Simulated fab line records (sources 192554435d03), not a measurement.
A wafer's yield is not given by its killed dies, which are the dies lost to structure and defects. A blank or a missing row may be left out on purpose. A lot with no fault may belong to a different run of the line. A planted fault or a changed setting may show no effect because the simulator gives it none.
Lot-split experiment / flow n5 finfet / on a route of 1938 steps: 7 lots, 21 wafers read

== THE SPLIT ITSELF ==
At N5_BEOL_M1_COAT_61 (time 60 s, resist thk 60 nm), the setting spin rpm was moved away from the recipe's 1500 rpm on 9 of the 21 wafers read, by -10.1% to +6.9%. The other wafers ran this setting at the recipe's value.

== FROM THE SPLIT TO THE READING: what the file shows between them, 4 steps ==
- N5_BEOL_M1_COAT_62: time 60 s, resist thk 12 nm
- N5_BEOL_M1_COAT_73: time 60 s, resist thk 5 nm
- N5_BEOL_M1_ETCH_74: etches underlayer in N2/H2, target depth 6.5 nm, time 5.2 s
- N5_BEOL_M1_ETCH_63: etches SiARC in CF4, target depth 15.6 nm, time 26 s

== THE READING ==
etch.depth nm (the simulator's own value, which no gauge read), in nm, at N5_BEOL_M1_ETCH_64 (etches SOC in N2/H2, target depth 75 nm, overetch 15 nm, time 112.5 s). The file gives no usual value for it. The 12 wafers here that ran the recipe average 59.97 nm, standard deviation 0.15 nm.

wafer=L079.3; tool, chamber at the split=litho track-05, 0; spin rpm as run, rpm=1396; against the recipe=-6.9%; etch.depth nm, nm=62.06; against lot-mates on the recipe=+2.45
wafer=L079.5; tool, chamber at the split=litho track-05, 0; spin rpm as run, rpm=1500; against the recipe=recipe; etch.depth nm, nm=59.61; against lot-mates on the recipe=-
wafer=L079.6; tool, chamber at the split=litho track-05, 0; spin rpm as run, rpm=1396; against the recipe=-6.9%; etch.depth nm, nm=61.79; against lot-mates on the recipe=+2.18
wafer=L081.2; tool, chamber at the split=litho track-04, 0; spin rpm as run, rpm=1500; against the recipe=recipe; etch.depth nm, nm=59.9; against lot-mates on the recipe=-
wafer=L081.4; tool, chamber at the split=litho track-04, 0; spin rpm as run, rpm=1500; against the recipe=recipe; etch.depth nm, nm=60.08; against lot-mates on the recipe=-
wafer=L081.6; tool, chamber at the split=litho track-04, 0; spin rpm as run, rpm=1500; against the recipe=recipe; etch.depth nm, nm=59.83; against lot-mates on the recipe=-
wafer=L087.2; tool, chamber at the split=litho track-05, 0; spin rpm as run, rpm=1500; against the recipe=recipe; etch.depth nm, nm=60.19; against lot-mates on the recipe=-
wafer=L087.3; tool, chamber at the split=litho track-05, 0; spin rpm as run, rpm=1590; against the recipe=+6.0%; etch.depth nm, nm=58.33; against lot-mates on the recipe=-1.86
wafer=L087.6; tool, chamber at the split=litho track-05, 0; spin rpm as run, rpm=1590; against the recipe=+6.0%; etch.depth nm, nm=58.47; against lot-mates on the recipe=-1.72
wafer=L090.1; tool, chamber at the split=litho track-05, 0; spin rpm as run, rpm=1603; against the recipe=+6.9%; etch.depth nm, nm=57.94; against lot-mates on the recipe=-2.02
wafer=L090.2; tool, chamber at the split=litho track-05, 0; spin rpm as run, rpm=1500; against the recipe=recipe; etch.depth nm, nm=59.96; against lot-mates on the recipe=-
wafer=L090.6; tool, chamber at the split=litho track-05, 0; spin rpm as run, rpm=1603; against the recipe=+6.9%; etch.depth nm, nm=58.13; against lot-mates on the recipe=-1.83
wafer=L091.1; tool, chamber at the split=litho track-05, 0; spin rpm as run, rpm=1500; against the recipe=recipe; etch.depth nm, nm=59.94; against lot-mates on the recipe=-
wafer=L091.4; tool, chamber at the split=litho track-05, 0; spin rpm as run, rpm=1500; against the recipe=recipe; etch.depth nm, nm=60.09; against lot-mates on the recipe=-
wafer=L091.5; tool, chamber at the split=litho track-05, 0; spin rpm as run, rpm=1500; against the recipe=recipe; etch.depth nm, nm=60.11; against lot-mates on the recipe=-
wafer=L097.3; tool, chamber at the split=litho track-05, 0; spin rpm as run, rpm=1500; against the recipe=recipe; etch.depth nm, nm=59.92; against lot-mates on the recipe=-
wafer=L097.4; tool, chamber at the split=litho track-05, 0; spin rpm as run, rpm=1591; against the recipe=+6.1%; etch.depth nm, nm=58.15; against lot-mates on the recipe=-1.77
wafer=L097.5; tool, chamber at the split=litho track-05, 0; spin rpm as run, rpm=1591; against the recipe=+6.1%; etch.depth nm, nm=58.19; against lot-mates on the recipe=-1.73
wafer=L096.3; tool, chamber at the split=litho track-03, 0; spin rpm as run, rpm=1349; against the recipe=-10.1%; etch.depth nm, nm=63.13; against lot-mates on the recipe=+3.13
wafer=L096.5; tool, chamber at the split=litho track-03, 0; spin rpm as run, rpm=1500; against the recipe=recipe; etch.depth nm, nm=60.11; against lot-mates on the recipe=-
wafer=L096.6; tool, chamber at the split=litho track-03, 0; spin rpm as run, rpm=1500; against the recipe=recipe; etch.depth nm, nm=59.89; against lot-mates on the recipe=-

THE FIT
A straight line over all 21 wafers: etch.depth nm changes by -0.289 nm for each +1% of spin rpm; r = -0.99; the points scatter about the line by 0.16 nm.
The same after taking each lot's own level away (the mean of its wafers on the recipe; 21 wafers): -0.305 nm for each +1%; r = -1.00; scatter 0.11 nm.
That fit puts the effect of the largest move of spin rpm on the reading at 3.1 nm.
Measured against the standard deviation above, the lots' own levels, which go from 59.610 to 60.190 nm, span 3.8 times it.
So the lot-to-lot level changes the slope little: the two slopes agree.
Check: for one of the wafers moved furthest among these (-10.1%), held out of the fit, the line's prediction against its lot-mates is +3.12 nm. It came out at +3.13 nm against them.

== FURTHER SPLITS ON THESE WAFERS ==
Before the reading, these wafers also passed through other splits. Each is held against what the fit with the lots' levels taken away leaves over:
other split on the same wafers=N5_MOL_CONTACT_COAG_ETCH_47 source w; wafers away from the commonest value=11; r with etch.depth nm (lot level and that fit taken away)=+0.23
other split on the same wafers=N5_MOL_CONTACT_COAG_COAT_64 spin rpm; wafers away from the commonest value=7; r with etch.depth nm (lot level and that fit taken away)=-0.19
other split on the same wafers=N5_MOL_CONTACT_COAG_EXPOSE_37 dose mj; wafers away from the commonest value=4; r with etch.depth nm (lot level and that fit taken away)=-0.09
other split on the same wafers=N5_BEOL_M0_SAQP_COAT_72 spin rpm; wafers away from the commonest value=6; r with etch.depth nm (lot level and that fit taken away)=+0.02
other split on the same wafers=N5_BEOL_M0_SAQP_COAT_87 temp c; wafers away from the commonest value=7; r with etch.depth nm (lot level and that fit taken away)=+0.07
other split on the same wafers=N5_BEOL_M1_PECVD_72 time s; wafers away from the commonest value=5; r with etch.depth nm (lot level and that fit taken away)=+0.18

== THE WHOLE CHAIN: every reading that the file lists as answering this split, in the file's order ==
step=N5_BEOL_M1_COAT_61; what it does=time 60 s, resist thk 60 nm; reading=SOC_of_BEOL_M1_COAT_61.thk nm (the simulator's own value, which no gauge read); change (the file's fit)=-0.308 nm for each +1% of the setting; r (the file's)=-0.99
step=N5_BEOL_M1_ETCH_64; what it does=etches SOC in N2/H2, target depth 75 nm, overetch 15 nm, time 112.5 s; reading=etch.depth nm (the simulator's own value, which no gauge read); change (the file's fit)=-0.305 nm for each +1% of the setting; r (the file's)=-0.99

== FILE'S OWN FIT ==
etch.depth nm changes by -0.305 nm for each +1% of spin rpm, r = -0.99.
